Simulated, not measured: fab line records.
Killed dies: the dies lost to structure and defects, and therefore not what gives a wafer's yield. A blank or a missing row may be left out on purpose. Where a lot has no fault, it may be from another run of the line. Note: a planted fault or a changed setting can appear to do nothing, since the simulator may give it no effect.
Chamber matching || flow n5_finfet || N5_BEOL_M11_ETCH_66 on rie_diel-02 has 4 sister chambers
The step etches SOC in N2/H2, target depth 120 nm, overetch 24 nm, time 180 s. 8 wafers are shown with their chamber, then 9 later ones without.

WAFERS, EACH WITH ITS CHAMBER
{"wafer": "L077.1", "chamber": 1, "showerhead_plenum_p_Torr (Torr)": 2.34, "drypump_motor_current_A (A)": 5.7}
{"wafer": "L079.4", "chamber": 1, "showerhead_plenum_p_Torr (Torr)": 2.33, "drypump_motor_current_A (A)": 5.7}
{"wafer": "L081.2", "chamber": 2, "showerhead_plenum_p_Torr (Torr)": 2.48, "drypump_motor_current_A (A)": 5.2}
{"wafer": "L081.3", "chamber": 3, "showerhead_plenum_p_Torr (Torr)": 2.60, "drypump_motor_current_A (A)": 6.3}
{"wafer": "L081.4", "chamber": 0, "showerhead_plenum_p_Torr (Torr)": 2.53, "drypump_motor_current_A (A)": 5.7}
{"wafer": "L085.1", "chamber": 3, "showerhead_plenum_p_Torr (Torr)": 2.60, "drypump_motor_current_A (A)": 6.2}
{"wafer": "L085.3", "chamber": 0, "showerhead_plenum_p_Torr (Torr)": 2.53, "drypump_motor_current_A (A)": 5.7}
{"wafer": "L085.5", "chamber": 2, "showerhead_plenum_p_Torr (Torr)": 2.48, "drypump_motor_current_A (A)": 5.2}

WAFERS MISSING THEIR CHAMBER
{"wafer": "L086.2", "showerhead_plenum_p_Torr (Torr)": 2.53, "drypump_motor_current_A (A)": 5.7}
{"wafer": "L086.3", "showerhead_plenum_p_Torr (Torr)": 2.48, "drypump_motor_current_A (A)": 5.2}
{"wafer": "L086.6", "showerhead_plenum_p_Torr (Torr)": 2.33, "drypump_motor_current_A (A)": 5.7}
{"wafer": "L092.1", "showerhead_plenum_p_Torr (Torr)": 2.33, "drypump_motor_current_A (A)": 5.7}
{"wafer": "L092.2", "showerhead_plenum_p_Torr (Torr)": 2.52, "drypump_motor_current_A (A)": 5.7}
{"wafer": "L092.4", "showerhead_plenum_p_Torr (Torr)": 2.47, "drypump_motor_current_A (A)": 5.2}
{"wafer": "L095.3", "showerhead_plenum_p_Torr (Torr)": 2.47, "drypump_motor_current_A (A)": 5.2}
{"wafer": "L095.4", "showerhead_plenum_p_Torr (Torr)": 2.59, "drypump_motor_current_A (A)": 6.3}
{"wafer": "L095.6", "showerhead_plenum_p_Torr (Torr)": 2.52, "drypump_motor_current_A (A)": 5.7}

WHICH CHAMBER EACH WENT THROUGH
{"wafer": "L086.2", "from the rows above": 0, "in truth": 0}
{"wafer": "L086.3", "from the rows above": 2, "in truth": 2}
{"wafer": "L086.6", "from the rows above": 1, "in truth": 1}
{"wafer": "L092.1", "from the rows above": 1, "in truth": 1}
{"wafer": "L092.2", "from the rows above": 0, "in truth": 0}
{"wafer": "L092.4", "from the rows above": 2, "in truth": 2}
{"wafer": "L095.3", "from the rows above": 2, "in truth": 2}
{"wafer": "L095.4", "from the rows above": 3, "in truth": 3}
{"wafer": "L095.6", "from the rows above": 0, "in truth": 0}
9 of 9 placed correctly. Number that these rows cannot place: 0. 0 placed wrongly.
How it was worked out, from the rows above alone: a wafer's distance from a chamber is the root of the sum, over the readings, of the square of ((its reading less the chamber's mean) divided by the reading's scatter). The wafer belongs to the nearest chamber; if the next one is less than 2 further off, it can't be placed. A chamber's mean is the mean of its shown wafers. The scatter: the root of (the sum of the squares of (reading less its chamber's mean) over the shown wafers, divided by (wafers less chambers)).
